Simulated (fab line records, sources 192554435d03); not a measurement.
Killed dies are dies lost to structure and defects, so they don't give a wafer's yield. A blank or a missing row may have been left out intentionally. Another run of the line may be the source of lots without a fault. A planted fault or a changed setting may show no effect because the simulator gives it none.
fab line records	flow n5-finfet
[record] lots = 13	wafers = 34	last-day = 17
route steps=1938 shown PMOS_HMC_CHANNEL_EPI@78 PASSIVATION@1905
lots untouched by any fault: they come from a run of this same line in which no faults occurred
start-h: hours from the record's opening day to when the first of the lot's shown wafers began	wait-h: how many hours have passed since the lot's step before this one	" same as the row above	L1.1+2: several wafers, shown together as one row	- either no value or no given start	* or withheld: withheld	< > ~ a bound
route shown NAME@n: names a module that has steps shown in the file, with the first one's number in the route	usual: mean and standard deviation over wafers with no fault	same: alike in all rows	chamber/n: place in a boat	sites: the reading at each site	_std_site: standard deviation across them	_edge_site: the outer-site mean with the inner-site mean subtracted	radius-mm: how far each site lies from the wafer's centre	mask NAME#n: copy n	behind: the tool/chamber that last shaped the wafer	hold: why the lot was held/for how many hours/how that ended	device: transistor that didn't switch, given as n, p or np	end of line: tests of these same wafers at the route's end	where a step has no rows: the recipe by itself	killed: not the wafer's yield, but the dies lost to structure and defects at the first sort	map: a wafer's dies, marking killed ones x, the rest . and places with no die _
set.NAME: the run value of the setting; set.NAME@STEP: its run value at that earlier step	model.NAME: the simulator's own value behind a step, which no gauge read
the route's steps for a sample of lots (tables are steps, rows are wafers)
services: from which hour (start-h, from the record's first day; less than 0 if before it) a tool's chamber was out of use, for how many hours, and why
[[steps]]
[step N5_PMOS_HMC_CHANNEL_EPI_EPI_20]
[recipe] material = SiGe30	mask-material = SiO2	pressure-torr = 20	target-thk-a = 590	temp-c = 600
lot.wafer	tool	chamber	start-h	wait-h
L890.4+6	epi-rpcvd-02	0	24.56	0.6
L891.2+5	epi-rpcvd-01	0	30.48	0.2
L892.4+5+6	epi-rpcvd-03	0	37.84	0.8
L893.1+2+6	epi-rpcvd-02	0	42.84	0.0
L894.2+3+6	epi-rpcvd-02	0	48.16	0.3
L895.2+3+6	epi-rpcvd-02	0	54.42	0.3
L897.1+3+4	epi-rpcvd-01	0	66.06	0.0
L899.3+6	epi-rpcvd-01	0	78.22	0.4
L901.2+4	epi-rpcvd-01	0	90.22	0.2
L902.3+5+6	epi-rpcvd-01	0	96.46	0.4
L903.1+5+6	epi-rpcvd-01	0	102.25	0.0
L904.3+4+6	epi-rpcvd-03	0	109.26	0.4
L911.5+6	epi-rpcvd-03	0	150.74	0.8
[step N5_PASSIVATION_CD_MEAS_30]
[recipe] target-cd-nm = 4000	landing-energy-ev = 500	detector = se-inlens	polarity = opening
[usual] cd-nm = 3999.5/2.6
lot.wafer	tool	chamber	start-h	wait-h	cd-nm
L890.4	cd-sem-03	0	248.68	-	3997.7
L890.6	"	0	"	"	3999.6
L892.4	cd-sem-03	0	273.50	-	3995.4
L892.5	"	0	"	"	3999.4
L892.6	"	0	"	"	3998.8
L891.2	cd-sem-01	0	273.65	-	3996.4
L891.5	"	0	"	"	3997.7
L894.2	cd-sem-03	0	281.49	-	3999.8
L894.3	"	0	"	"	3998.7
L894.6	"	0	"	"	3999.3
L893.1	cd-sem-03	0	287.08	-	4002.5
L893.2	"	0	"	"	4001.5
L893.6	"	0	"	"	3999.9
L895.2	cd-sem-02	0	292.98	-	3997.6
L895.3	"	0	"	"	3998.4
L895.6	"	0	"	"	4000.8
L897.1	cd-sem-01	0	300.89	-	3999.3
L897.3	"	0	"	"	4001.2
L897.4	"	0	"	"	3999.8
L899.3	cd-sem-02	0	322.89	-	3994.9
L899.6	"	0	"	"	4005.0
L901.2	cd-sem-03	0	343.18	-	3999.9
L901.4	"	0	"	"	3994.5
L902.3	cd-sem-03	0	343.65	-	3998.6
L902.5	"	0	"	"	3997.6
L902.6	"	0	"	"	3995.8
L903.1	cd-sem-01	0	359.14	-	3996.7
L903.5	"	0	"	"	3993.9
L903.6	"	0	"	"	3998.1
L904.3	cd-sem-03	0	361.27	-	4003.1
L904.4	"	0	"	"	3998.5
L904.6	"	0	"	"	4002.1
L911.5	cd-sem-03	0	395.36	-	3999.5
L911.6	"	0	"	"	4001.1
[step N5_PASSIVATION_AL_ETCH_33]
[recipe] chemistry = Cl2/BCl3	target-depth-a = 28000	over-etch-frac = 0.15	Cl2_flow_sccm = 180	bcl3-flow-sccm = 60	target = Al	stop-on = TaN	time-s = 466.7	ion-energy-ev = 100	pressure-mtorr = 10	icp-w = 900	bias-w = 100
[usual] drypump-motor-current-A = 5.6/0.57	oes-product-au = 0.72/0.081	throttle-valve-pct = 34.3/0.37
lot.wafer	tool	chamber	start-h	wait-h	drypump-motor-current-A	oes-product-au	rf-hours-counter-h	throttle-valve-pct
L890.4	rie-metal-01	0	248.98	0.2	5.0	0.58	-	34.7
L890.6	"	0	"	"	5.0	0.59	-	34.7
L892.4	rie-metal-03	1	273.80	0.2	5.5	0.79	-	34.6
L892.5	"	0	"	"	5.9	0.74	-	33.7
L892.6	"	1	"	"	5.5	0.80	-	34.6
L891.2	rie-metal-02	1	273.84	0.1	5.0	0.58	95	33.7
L891.5	"	0	"	"	5.5	0.70	-	34.2
L894.2	rie-metal-02	0	281.66	0.1	5.5	0.72	38	34.1
L894.3	"	1	"	"	5.0	0.59	-	33.7
L894.6	"	1	"	"	5.0	0.60	-	33.7
L893.1	rie-metal-01	0	287.42	0.1	5.1	0.59	108	34.7
L893.2	"	1	"	"	6.6	0.78	19	34.1
L893.6	"	1	"	"	6.6	0.78	-	34.1
L895.2	rie-metal-03	1	293.15	0.1	5.4	0.78	13	34.6
L895.3	"	0	"	"	5.9	0.73	-	33.7
L895.6	"	1	"	"	5.5	0.78	-	34.6
L897.1	rie-metal-01	1	301.07	0.1	6.6	0.75	21	34.2
L897.3	"	0	"	"	5.1	0.58	-	34.7
L897.4	"	1	"	"	6.6	0.76	-	34.2
L899.3	rie-metal-02	1	323.34	0.2	5.0	0.58	-	33.7
L899.6	"	0	"	"	5.5	0.70	-	34.2
L901.2	rie-metal-03	1	343.35	0.1	5.4	0.78	17	34.6
L901.4	"	1	"	"	5.4	0.78	-	34.6
L902.3	rie-metal-03	0	343.98	0.2	5.9	0.73	-	33.7
L902.5	"	0	"	"	5.9	0.71	-	33.7
L902.6	"	1	"	"	5.5	0.77	-	34.6
L903.1	rie-metal-01	0	359.31	0.1	5.0	0.85	1	34.5
L903.5	"	0	"	"	5.1	0.87	-	34.5
L903.6	"	0	"	"	5.1	0.86	-	34.5
L904.3	rie-metal-03	1	361.57	0.2	5.5	0.77	-	34.6
L904.4	"	0	"	"	5.9	0.72	-	33.7
L904.6	"	0	"	"	6.0	0.72	-	33.7
L911.5	rie-metal-01	1	395.79	0.3	6.6	0.74	-	34.2
L911.6	"	0	"	"	5.0	0.79	-	34.6
[step N5_PASSIVATION_PASS_ETCH_47]
[recipe] chemistry = CF4/O2	target = SiNx	target-depth-a = 7700	time-s = 385	ion-energy-ev = 100	pressure-mtorr = 40	source-w = 535	bias-w = 49	Ar_flow_sccm = 100	cf4-flow-sccm = 100	O2_flow_sccm = 10
[usual] drypump-motor-current-A = 5.6/0.45	oes_f_703_au = 0.82/0.086	oes-product-au = 0.82/0.081	rf-vpp-V = 241/6.2	showerhead-plenum-p-Torr = 2.20/0.05	throttle-valve-pct = 15.86/0.2
lot.wafer	tool	chamber	start-h	wait-h	drypump-motor-current-A	oes_f_703_au	oes-product-au	rf-hours-counter-h	rf-vpp-V	showerhead-plenum-p-Torr	throttle-valve-pct
L890.4	rie-diel-03	2	251.10	0.0	5.3	1.00	0.99	3	247	2.25	15.73
L890.6	"	1	"	"	6.3	0.77	0.79	-	253	2.21	15.86
L892.4	rie-diel-03	0	275.46	0.0	5.8	0.88	0.89	28	233	2.18	15.73
L892.5	"	1	"	"	6.3	0.76	0.78	-	254	2.21	15.89
L892.6	"	0	"	"	5.8	0.89	0.90	-	232	2.18	15.74
L891.2	rie-diel-04	3	275.67	0.0	6.3	0.97	0.95	9	246	2.24	15.49
L891.5	"	3	"	"	6.3	0.97	0.95	-	247	2.24	15.48
L894.2	rie-diel-05	1	283.46	0.0	5.3	0.87	0.85	52	230	2.24	15.94
L894.3	"	3	"	"	5.8	0.69	0.70	211	238	2.19	16.31
L894.6	"	3	"	"	5.8	0.69	0.70	-	236	2.19	16.33
L893.1	rie-diel-03	0	289.11	0.0	5.8	0.87	0.88	33	232	2.18	15.77
L893.2	"	1	"	"	6.3	0.76	0.78	121	252	2.20	15.89
L893.6	"	2	"	"	5.4	0.95	0.95	-	245	2.24	15.74
L895.2	rie-diel-04	2	294.84	0.0	5.5	0.87	0.84	67	236	2.12	15.87
L895.3	"	0	"	"	4.8	0.82	0.80	116	246	2.22	15.80
L895.6	"	3	"	"	6.3	0.94	0.92	-	246	2.24	15.51
L897.1	rie-diel-03	0	303.11	0.0	5.8	0.87	0.88	38	234	2.18	15.76
L897.3	"	3	"	"	5.4	0.84	0.83	72	243	2.23	15.85
L897.4	"	2	"	"	5.3	0.95	0.93	21	245	2.24	15.76
L899.3	rie-diel-04	3	324.89	0.0	6.3	0.93	0.91	27	245	2.24	15.53
L899.6	"	1	"	"	5.3	0.79	0.78	-	243	2.14	16.10
L901.2	rie-diel-04	2	345.17	0.0	5.5	0.85	0.81	85	236	2.12	15.88
L901.4	"	0	"	"	4.8	0.80	0.78	134	244	2.21	15.83
L902.3	rie-diel-04	1	345.76	0.0	5.3	0.78	0.78	107	244	2.14	16.11
L902.5	"	0	"	"	4.8	0.80	0.78	-	245	2.21	15.83
L902.6	"	3	"	"	6.3	0.91	0.89	-	248	2.23	15.53
L903.1	rie-diel-03	3	361.51	0.0	5.4	0.83	0.82	86	244	2.23	15.87
L903.5	"	2	"	"	5.4	0.90	0.89	-	244	2.23	15.81
L903.6	"	1	"	"	6.3	0.73	0.76	-	251	2.20	15.95
L904.3	rie-diel-04	3	363.12	0.0	6.3	0.90	0.89	40	247	2.23	15.57
L904.4	"	2	"	"	5.5	0.84	0.82	91	237	2.12	15.91
L904.6	"	3	"	"	6.3	0.89	0.88	-	246	2.23	15.56
L911.5	rie-diel-05	2	397.72	0.1	5.3	0.70	0.71	-	237	2.18	15.88
L911.6	"	0	"	"	5.9	0.91	0.93	-	236	2.34	15.57
[step N5_PASSIVATION_PROBE_49]
[usual] defect-limited-yield = 91.3/1.5	killed_at_M0_to_M3 = 33/12	killed_at_M4_up = 15/5.2	killed-at-contacts = 12/5.1	killed-at-front-end = 39/11	killed-at-other = 5/3.6	killed-dies = 103/18	killed-open = 67/13	killed-short = 33/7.8	sort_bin_5_function = 5.1/0.96	sort_bin_6_memory = 3.2/0.71	sort_bin_8_speed = 0.01/0.063	sort-n-pass = 1077/18	sort-yield-pct = 91.3/1.5
[same] gross-dies = 1180	killed-at-back-side = 0	sort_bin_4_leakage[%] = 0
lot.wafer	tool	chamber	start-h	wait-h	defect-limited-yield[%]	killed_at_M0_to_M3	killed_at_M4_up	killed-at-contacts	killed-at-front-end	killed-at-other	killed-dies	killed-open	killed-short	sort_bin_5_function[%]	sort_bin_6_memory[%]	sort_bin_8_speed[%]	sort-n-pass	sort-yield-pct[%]
L892.4	prober-02	-	278.62	0.2	90.9	43	14	13	31	6	107	81	24	4.7	4.2	0	1073	90.9
L892.5	prober-02	-	278.67	0.2	90.3	43	13	14	39	5	114	72	32	4.5	4.2	0	1066	90.3
L892.6	prober-02	-	278.72	0.3	89.8	47	24	7	35	7	120	81	38	6.5	3.5	0	1060	89.8
L894.2	prober-01	-	286.51	0.1	89.1	46	16	10	45	12	129	73	56	6.2	4.2	0	1051	89.1
L894.3	prober-01	-	286.56	0.1	89.3	50	12	17	43	4	126	98	28	5.7	4.6	0	1054	89.3
L894.6	prober-01	-	286.71	0.3	91.7	37	14	7	34	6	98	63	35	4.9	3.2	0	1082	91.7
L895.2	prober-02	-	297.90	0.1	92.3	18	14	11	37	11	91	68	22	5.2	2.5	0	1089	92.3
L895.3	prober-02	-	297.95	0.1	89.3	49	21	19	31	6	126	97	29	6.7	3.6	0	1054	89.3
L895.6	prober-02	-	298.10	0.3	91.8	19	15	18	28	17	97	57	40	4.8	3.1	0	1083	91.8
L899.3	prober-02	-	328.00	0.1	92.8	36	23	3	16	7	85	45	35	4.9	2.0	0	1095	92.8
L899.6	prober-02	-	328.15	0.3	91.3	35	16	6	43	3	103	63	40	5.5	3.2	0	1077	91.3
L901.2	prober-01	-	348.63	0.1	92.6	22	20	5	35	5	87	53	25	4.3	2.1	0	1093	92.6
L901.4	prober-01	-	348.73	0.2	91.6	24	19	13	41	2	99	49	42	4.5	3.1	0	1081	91.6
L902.3	prober-02	-	348.89	0.1	82.9	22	20	7	143	10	202	64	38	10.2	4.6	0.08	977	82.8
L902.5	prober-02	-	348.99	0.2	80.5	22	15	6	175	12	230	59	42	11.3	4.4	0	950	80.5
L902.6	prober-02	-	349.04	0.3	81.6	24	15	8	168	2	217	64	34	11.5	3.9	0	963	81.6
L903.1	prober-02	-	364.51	0.0	82.6	18	9	9	169	0	205	58	32	10.8	3.8	0	975	82.6
L903.5	prober-02	-	364.71	0.2	81.0	31	6	13	170	4	224	72	38	11.4	4.2	0	956	81.0
L903.6	prober-02	-	364.76	0.3	80.0	35	17	9	175	0	236	94	34	12.7	5.2	0	944	80.0
L904.3	prober-02	-	366.23	0.1	91.7	35	26	9	26	2	98	65	29	5.7	2.4	0	1082	91.7
L904.4	prober-02	-	366.28	0.2	92.6	54	8	7	13	5	87	55	31	4.6	2.5	0	1093	92.6
L904.6	prober-02	-	366.38	0.3	89.4	43	11	19	51	1	125	81	37	6.4	3.1	0	1055	89.4
// killed by level:class
L892.4 BEOL_M0_SAQP:geometric-particle:open=13 FIN_SAQP:geometric-particle:open=10 MOL_CONTACT_COAG:geometric-particle:open=9 BEOL_M4:geometric-particle:open=9 BEOL_M2:geometric-particle:open=7 BEOL_M3:geometric-particle:open=7 DUMMY_GATE:geometric-particle:open=6 BEOL_M0_SAQP:geometric-particle:short=6
L892.5 BEOL_M0_SAQP:geometric-particle:short=13 BEOL_M0_SAQP:geometric-particle:open=13 MOL_CONTACT_COAG:geometric-particle:open=10 HKMG_FIN:area-etch=8 DUMMY_GATE:geometric-particle:open=7 BEOL_M3:geometric-particle:open=7 STI_FIN_REVEAL:geometric-particle:open=6 BEOL_M0:geometric-particle:open=5
L892.6 BEOL_M0_SAQP:geometric-particle:open=14 BEOL_M4:geometric-particle:open=12 BEOL_M3:geometric-particle:open=9 BEOL_M4:geometric-particle:short=7 DUMMY_GATE:geometric-particle:open=6 MOL_CONTACT_COAG:geometric-particle:open=6 FIN_SAQP:geometric-particle:open=5 FIN_SAQP:geometric-particle:short=5
L894.2 BEOL_M0_SAQP:geometric-particle:short=14 GATE_CUT:geometric-particle:short=11 BEOL_M0_SAQP:geometric-particle:open=10 GATE_CUT:geometric-particle:open=9 MOL_CONTACT_COAG:geometric-particle:open=7 STI_FIN_REVEAL:geometric-particle:open=6 BEOL_M2:geometric-particle:open=6 BEOL_M3:geometric-particle:open=6
L894.3 MOL_CONTACT_COAG:geometric-particle:open=16 STI_FIN_REVEAL:geometric-particle:open=15 BEOL_M2:geometric-particle:open=15 BEOL_M1:geometric-particle:open=10 FIN_SAQP:geometric-particle:open=8 BEOL_M3:geometric-particle:open=6 BEOL_M0_SAQP:geometric-particle:open=5 STI_FIN_REVEAL:geometric-particle:short=4
L894.6 BEOL_M0_SAQP:geometric-particle:short=9 STI_FIN_REVEAL:geometric-particle:open=8 MOL_CONTACT_COAG:geometric-particle:open=7 FIN_SAQP:geometric-particle:open=6 BEOL_M1:geometric-particle:open=6 BEOL_M2:geometric-particle:open=6 BEOL_M3:geometric-particle:short=6 FIN_SAQP:geometric-particle:short=5
L895.2 MOL_CONTACT_COAG:geometric-particle:open=11 STI_FIN_REVEAL:geometric-particle:open=10 BEOL_M4:geometric-particle:open=6 BEOL_M5:geometric-particle:open=5 STARTING-WAFER:geometric-particle:open=5 BEOL_M1:geometric-particle:open=4 ILD0:geometric-particle:open=4 GATE_CUT:geometric-particle:short=4
L895.3 MOL_CONTACT_COAG:geometric-particle:open=17 BEOL_M1:geometric-particle:open=17 BEOL_M4:geometric-particle:open=13 BEOL_M3:geometric-particle:open=10 GATE_CUT:geometric-particle:short=7 FIN_SAQP:geometric-particle:open=6 GATE_CUT:geometric-particle:open=6 BEOL_M2:geometric-particle:open=6
L895.6 MOL_CONTACT_COAG:geometric-particle:open=10 MOL_CONTACT_COAG:geometric-particle:short=8 BEOL_M4:geometric-particle:open=7 FIN_SAQP:geometric-particle:open=6 BEOL_M3:geometric-particle:open=6 PASS1_CAP:geometric-particle:open=5 FIN_SAQP:geometric-particle:short=4 BEOL_M0_SAQP:geometric-particle:short=4
L899.3 BEOL_M0_SAQP:geometric-particle:short=14 BEOL_M0_SAQP:geometric-particle:open=8 BEOL_M2:geometric-particle:open=7 BEOL_M4:geometric-particle:open=6 BEOL_M5:geometric-particle:short=4 PAD_METAL:geometric-particle:open=4 STARTING-WAFER:geometric-particle:short=4 MOL_CONTACT_COAG:geometric-particle:open=3
L899.6 BEOL_M0_SAQP:geometric-particle:short=11 DUMMY_GATE:geometric-particle:open=10 BEOL_M4:geometric-particle:open=9 STI_FIN_REVEAL:geometric-particle:open=7 MOL_CONTACT_COAG:geometric-particle:open=6 BEOL_M1:geometric-particle:open=6 BEOL_M2:geometric-particle:open=6 FIN_SAQP:geometric-particle:open=5
L901.2 BEOL_M4:geometric-particle:open=11 BEOL_M0_SAQP:geometric-particle:open=10 BEOL_M0_SAQP:geometric-particle:short=8 HKMG_FIN:area-etch=8 STI_FIN_REVEAL:geometric-particle:open=7 FIN_SAQP:geometric-particle:open=6 FIN_SAQP:geometric-particle:short=4 MOL_CONTACT_COAG:geometric-particle:open=4
L901.4 FIN_SAQP:geometric-particle:short=13 FIN_SAQP:geometric-particle:open=10 BEOL_M4:geometric-particle:open=8 MOL_CONTACT_COAG:geometric-particle:open=7 HKMG_FIN:area-etch=7 MOL_CONTACT_COAG:geometric-particle:short=6 BEOL_M0_SAQP:geometric-particle:short=6 BEOL_M2:geometric-particle:open=6
L902.3 PMOS_HMC_CHANNEL_EPI:unspecified=100 FIN_SAQP:geometric-particle:short=12 FIN_SAQP:geometric-particle:open=11 STI_FIN_REVEAL:geometric-particle:open=10 BEOL_M0_SAQP:geometric-particle:open=10 BEOL_M4:geometric-particle:open=7 MOL_CONTACT_COAG:geometric-particle:open=6 BEOL_M4:geometric-particle:short=6
L902.5 PMOS_HMC_CHANNEL_EPI:unspecified=105 HKMG_FIN:area-etch=24 FIN_SAQP:geometric-particle:open=9 FIN_SAQP:geometric-particle:short=9 STI_FIN_REVEAL:geometric-particle:open=9 GATE_CUT:geometric-particle:short=9 BEOL_M4:geometric-particle:open=9 BEOL_M1:geometric-particle:open=7
L902.6 PMOS_HMC_CHANNEL_EPI:unspecified=114 STI_FIN_REVEAL:geometric-particle:open=17 FIN_SAQP:geometric-particle:short=8 GATE_CUT:geometric-particle:short=8 MOL_CONTACT_COAG:geometric-particle:open=8 FIN_SAQP:geometric-particle:open=7 BEOL_M0_SAQP:geometric-particle:open=7 BEOL_M0_SAQP:geometric-particle:short=7
L903.1 PMOS_HMC_CHANNEL_EPI:unspecified=105 FIN_SAQP:geometric-particle:short=17 STI_FIN_REVEAL:geometric-particle:open=15 HKMG_FIN:area-etch=10 BEOL_M3:geometric-particle:open=9 MOL_CONTACT_COAG:geometric-particle:open=7 DUMMY_GATE:geometric-particle:open=5 BEOL_M4:geometric-particle:open=5
L903.5 PMOS_HMC_CHANNEL_EPI:unspecified=106 FIN_SAQP:geometric-particle:open=17 STI_FIN_REVEAL:geometric-particle:open=14 FIN_SAQP:geometric-particle:short=12 MOL_CONTACT_COAG:geometric-particle:open=12 BEOL_M0_SAQP:geometric-particle:short=9 BEOL_M3:geometric-particle:open=9 HKMG_FIN:area-etch=8
L903.6 PMOS_HMC_CHANNEL_EPI:unspecified=107 STI_FIN_REVEAL:geometric-particle:open=23 BEOL_M3:geometric-particle:open=14 BEOL_M4:geometric-particle:open=11 FIN_SAQP:geometric-particle:open=9 MOL_CONTACT_COAG:geometric-particle:open=8 FIN_SAQP:geometric-particle:short=7 STI_FIN_REVEAL:geometric-particle:short=7
L904.3 BEOL_M2:geometric-particle:open=10 BEOL_M3:geometric-particle:open=10 STI_FIN_REVEAL:geometric-particle:open=9 MOL_CONTACT_COAG:geometric-particle:open=8 GATE_CUT:geometric-particle:short=5 BEOL_M1:geometric-particle:open=5 BEOL_M4:geometric-particle:short=5 STI_FIN_REVEAL:geometric-particle:short=4
L904.4 BEOL_M3:geometric-particle:open=16 BEOL_M0_SAQP:geometric-particle:open=12 BEOL_M0_SAQP:geometric-particle:short=9 STI_FIN_REVEAL:geometric-particle:open=6 BEOL_M3:geometric-particle:short=5 MOL_CONTACT_COAG:geometric-particle:open=4 BEOL_M1:geometric-particle:short=4 MOL_CONTACT_COAG:geometric-particle:short=3
L904.6 STI_FIN_REVEAL:geometric-particle:open=22 BEOL_M3:geometric-particle:open=16 MOL_CONTACT_COAG:geometric-particle:open=15 BEOL_M3:geometric-particle:short=8 BEOL_M0_SAQP:geometric-particle:open=6 HKMG_FIN:area-etch=6 BEOL_M0_SAQP:geometric-particle:short=5 FIN_SAQP:geometric-particle:short=4
[[services]]
tool	chamber	start-h	hours	kind
rie-metal-02	-	1.30	5.4	repair
epi-rpcvd-03	-	6.55	2.8	pm
rie-metal-03	-	17.93	1.2	repair
rie-metal-02	1	37.18	2.6	repair
rie-metal-03	0	44.55	6.3	repair
epi-rpcvd-03	-	94.09	1.0	repair
rie-metal-02	0	144.98	2.3	repair
rie-diel-04	3	149.33	7.2	repair
rie-metal-02	-	158.34	0.6	repair
rie-diel-04	2	169.75	12.7	repair
epi-rpcvd-02	-	178.89	2.8	pm
rie-metal-01	-	179.59	0.4	repair
rie-diel-04	2	205.62	6.8	repair
rie-metal-02	0	218.57	12.5	repair
rie-metal-02	-	233.20	1.2	repair
rie-metal-02	-	247.54	2.8	pm
epi-rpcvd-02	-	274.13	0.7	repair
rie-diel-04	2	277.62	3.7	repair
epi-rpcvd-03	-	316.21	14.6	pm
rie-diel-03	3	328.53	19.9	repair
rie-metal-01	1	350.09	25.5	repair
rie-metal-03	1	364.53	1.6	repair
rie-diel-04	3	384.80	2.1	repair
rie-diel-03	0	384.97	14.7	repair
[[key]]
[first-sign] step = N5_PASSIVATION_PROBE_49	reading = killed-at-front-end	direction = up	sigmas = 11	usual = 39	struck = 167
[effect] step = N5_PASSIVATION_PROBE_49	reading = defect-limited-yield	direction = down	sigmas = 6.6	usual = 91.3	struck = 81.4
[more-kills-born-at] N5_PMOS_HMC_CHANNEL_EPI_EPI_20@epi-rpcvd-01 = 637
met-at N5_PMOS_HMC_CHANNEL_EPI_EPI_20
struck-lots L902,L903
[baseline-loss] step = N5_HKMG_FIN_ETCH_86	wafers = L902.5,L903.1
not-acting-at N5_PASSIVATION_CD_MEAS_30,N5_PASSIVATION_AL_ETCH_33,N5_PASSIVATION_PASS_ETCH_47
onset-between 90.22 96.46
[fault] kind = chamber-particle-source	tool = epi-rpcvd-01	chamber = -	onset-h = 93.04	steps = N5_PMOS_HMC_CHANNEL_EPI_EPI_20	rate-per-visit-cm2 = 0.63359	end-h = 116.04
// baseline-loss: these wafers lose ten dies or more at that step, a loss of the line's own and not of a fault; the sort's usual values leave them out
